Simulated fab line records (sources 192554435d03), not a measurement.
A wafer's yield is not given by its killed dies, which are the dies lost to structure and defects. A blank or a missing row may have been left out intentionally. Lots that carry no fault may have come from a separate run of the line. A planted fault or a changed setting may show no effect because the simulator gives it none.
Split-lot study    flow n5Finfet    on a route of 1938 steps: 7 lots, 21 wafers read

== ON THE SPLIT ==
At N5_SD_EPI_N_ETCH_45 (etches SiOCN in CH3F/O2, target depth 6 nm), the setting targetDepthA was moved away from the recipe's 60 angstrom on 4 of the 21 wafers read, by -10.5% to +6.7%. For the rest of the wafers, this setting stayed at what the recipe calls for.

The reading comes from the split's own step.

== THE READING ==
etch.depthNm (the simulator's own value, which no gauge read), in nm, at N5_SD_EPI_N_ETCH_45 (etches SiOCN in CH3F/O2, target depth 6 nm). There is no usual value for it anywhere in the file. The 17 wafers here that ran the recipe average 5.959 nm, standard deviation 0.13 nm.

wafer   tool, chamber at the split  targetDepthA as run, angstrom  against the recipe  etch.depthNm, nm  against lot-mates on the recipe
L074.1  rieDiel-06, 2               60                             recipe              6.055             -
L074.3  rieDiel-06, 0               60                             recipe              5.827             -
L074.6  rieDiel-06, 3               60                             recipe              6.02              -
L080.1  rieDiel-01, 2               60                             recipe              6.045             -
L080.2  rieDiel-01, 1               60                             recipe              5.988             -
L080.6  rieDiel-01, 0               60                             recipe              5.885             -
L087.2  rieDiel-01, 0               60                             recipe              5.752             -
L087.4  rieDiel-01, 2               60                             recipe              5.944             -
L087.5  rieDiel-01, 1               64                             +6.7%               6.251             +0.403
L088.2  rieDiel-02, 3               60                             recipe              5.903             -
L088.5  rieDiel-02, 1               60                             recipe              5.708             -
L088.6  rieDiel-02, 2               60                             recipe              5.886             -
L090.1  rieDiel-06, 2               60                             recipe              6.048             -
L090.3  rieDiel-06, 1               60                             recipe              6.099             -
L090.6  rieDiel-06, 3               60                             recipe              6.121             -
L093.1  rieDiel-06, 1               60                             recipe              6.056             -
L093.4  rieDiel-06, 0               63.55                          +5.9%               6.343             +0.287
L093.6  rieDiel-06, 0               63.55                          +5.9%               6.337             +0.281
L095.3  rieDiel-01, 0               53.67                          -10.5%              5.208             -0.776
L095.4  rieDiel-01, 1               60                             recipe              6.144             -
L095.6  rieDiel-01, 0               60                             recipe              5.824             -

FIT RESULTS
A straight line over all 21 wafers: etch.depthNm changes by +0.064 nm for each +1% of targetDepthA; r = +0.87; the points scatter about the line by 0.12 nm.
The same after taking each lot's own level away (the mean of its wafers on the recipe; 21 wafers): +0.0636 nm for each +1%; r = +0.92; scatter 0.093 nm.
On that fit, the largest move of targetDepthA shifts the reading by 0.67 nm.
From 5.8323 to 6.0893 nm: that is the span of the lots' own levels, equal to 2.0 times the standard deviation above.
The two slopes are in agreement: the lot-to-lot level therefore moves the slope only a little.
Check: -0.558 nm against its lot-mates is what the line predicts for one of the wafers moved furthest among these (-10.5%) when that wafer is left out of the fit. It came out at -0.776 nm against them.

== THESE WAFERS: OTHER SPLITS ==
Before the reading, these wafers also passed through other splits. Each is held against what the fit with the lots' levels taken away leaves over:
other split on the same wafers            wafers away from the commonest value  r with etch.depthNm (lot level and that fit taken away)
N5_PMOS_HMC_CHANNEL_EPI_COAT_03 spinRpm   4                                     -0.07
N5_PMOS_HMC_CHANNEL_EPI_EXPOSE_06 doseMj  6                                     +0.29
N5_FIN_SAQP_EXPOSE_13 doseMj              7                                     +0.20
N5_FIN_SAQP_DEVELOP_15 developTimeS       2                                     -0.38
N5_SD_EPI_N_COAT_33 spinRpm               6                                     -0.08
N5_SD_EPI_N_PEB_07 pebTempC               4                                     +0.16

== FILE'S OWN FIT ==
etch.depthNm changes by +0.0658 nm for each +1% of targetDepthA, r = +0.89.
